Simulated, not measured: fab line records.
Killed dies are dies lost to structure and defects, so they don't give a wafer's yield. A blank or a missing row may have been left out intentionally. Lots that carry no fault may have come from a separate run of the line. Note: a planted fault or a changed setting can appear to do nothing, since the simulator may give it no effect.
Check for tools in common + flow n5 finfet + 11 lots and 33 wafers in the sample

## REASON IT WAS OPENED
At N5_BEOL_M15_CD_MEAS_28 the reading cd nm is flagged on 2 of 11 lots. Fault-free wafers read 408.2 nm, with a standard deviation of 2.3.
Rule: flag the lot when none of its wafers has a number, or when each of its wafers that has one lies beyond 4 standard deviations from that mean. As for the other lots, they are considered sound.

| lot  | measured     | on        | cd nm (nm), wafer by wafer | flag    |
|------|--------------|-----------|----------------------------|---------|
| L320 | day 12 12:14 | cd sem-01 | 406.7 408.4 407.4          |         |
| L323 | day 12 22:13 | cd sem-02 | 408.6 409.9 409.6          |         |
| L321 | day 13 08:50 | cd sem-03 | 406.6 405.3 409.5          |         |
| L327 | day 14 12:11 | cd sem-03 | 392.1 390.9 390.7          | FLAGGED |
| L326 | day 14 12:41 | cd sem-03 | 409.9 410.6 408.1          |         |
| L328 | day 14 17:34 | cd sem-02 | 392.2 392.6 390.9          | FLAGGED |
| L334 | day 15 19:28 | cd sem-01 | 409.1 411.2 408.0          |         |
| L332 | day 16 03:38 | cd sem-03 | 412.0 414.0 410.1          |         |
| L337 | day 16 19:17 | cd sem-03 | 406.9 405.8 406.1          |         |
| L340 | day 18 03:19 | cd sem-01 | 406.8 407.2 405.4          |         |
| L341 | day 19 23:19 | cd sem-01 | 404.4 403.7 406.0          |         |
The mean of the flagged lots' numbers is 391.6 nm, -16.6 nm from the usual (-7 standard deviations).

## WHICH TOOL EACH LOT WENT THROUGH
The record holds 1 process step before the reading, out of a route of 1938 steps. Every cell lists first the tool, next ch and the chambers used by the sampled wafers, and last the start.
| lot  | flag    | N5_BEOL_M15_PEB_26                |
|------|---------|-----------------------------------|
| L320 |         | litho track-03 ch 0, day 12 12:07 |
| L323 |         | litho track-05 ch 0, day 12 22:05 |
| L321 |         | litho track-03 ch 0, day 13 08:44 |
| L327 | FLAGGED | litho track-03 ch 0, day 14 12:04 |
| L326 |         | litho track-01 ch 0, day 14 12:34 |
| L328 | FLAGGED | litho track-03 ch 0, day 14 17:27 |
| L334 |         | litho track-01 ch 0, day 15 19:22 |
| L332 |         | litho track-01 ch 0, day 16 03:32 |
| L337 |         | litho track-05 ch 0, day 16 19:10 |
| L340 |         | litho track-01 ch 0, day 18 03:11 |
| L341 |         | litho track-03 ch 0, day 19 23:13 |
These steps, and what they do:
- N5_BEOL_M15_PEB_26: peb time 90 s.
- N5_BEOL_M15_CD_MEAS_28: target cd 407.6 nm.

## FLAGGED OVER TOTAL, TOOL BY TOOL (the gauges that took the reading come last)
| step                   | tool           | lots run | flagged | share of the flagged lots | sound lots run after its first flagged lot |
|------------------------|----------------|----------|---------|---------------------------|--------------------------------------------|
| N5_BEOL_M15_PEB_26     | litho track-01 | 4        | 0       | none                      | -                                          |
| N5_BEOL_M15_PEB_26     | litho track-03 | 5        | 2       | all                       | 1 (L341)                                   |
| N5_BEOL_M15_PEB_26     | litho track-05 | 2        | 0       | none                      | -                                          |
| N5_BEOL_M15_CD_MEAS_28 | cd sem-01      | 4        | 0       | none                      | -                                          |
| N5_BEOL_M15_CD_MEAS_28 | cd sem-02      | 2        | 1       | some                      | 0                                          |
| N5_BEOL_M15_CD_MEAS_28 | cd sem-03      | 5        | 1       | some                      | 3 (L326,L332,L337)                         |

## WHAT THE TABLE PERMITS
1 row of the table ran every flagged lot: litho track-03 at N5_BEOL_M15_PEB_26.
- litho track-03 at N5_BEOL_M15_PEB_26 ran 5 lots, 2 of them flagged. Sound lots followed the first flagged one (L341) on it, something a lasting fault affecting the whole tool could not allow. Its own readings lie more than 4 standard deviations out on every wafer of the flagged lots: heater power total W, plate temp C.
Not one row of the table ran every flagged lot while running no sound lot after the first.

## WHAT THE SIMULATOR HAD INSERTED
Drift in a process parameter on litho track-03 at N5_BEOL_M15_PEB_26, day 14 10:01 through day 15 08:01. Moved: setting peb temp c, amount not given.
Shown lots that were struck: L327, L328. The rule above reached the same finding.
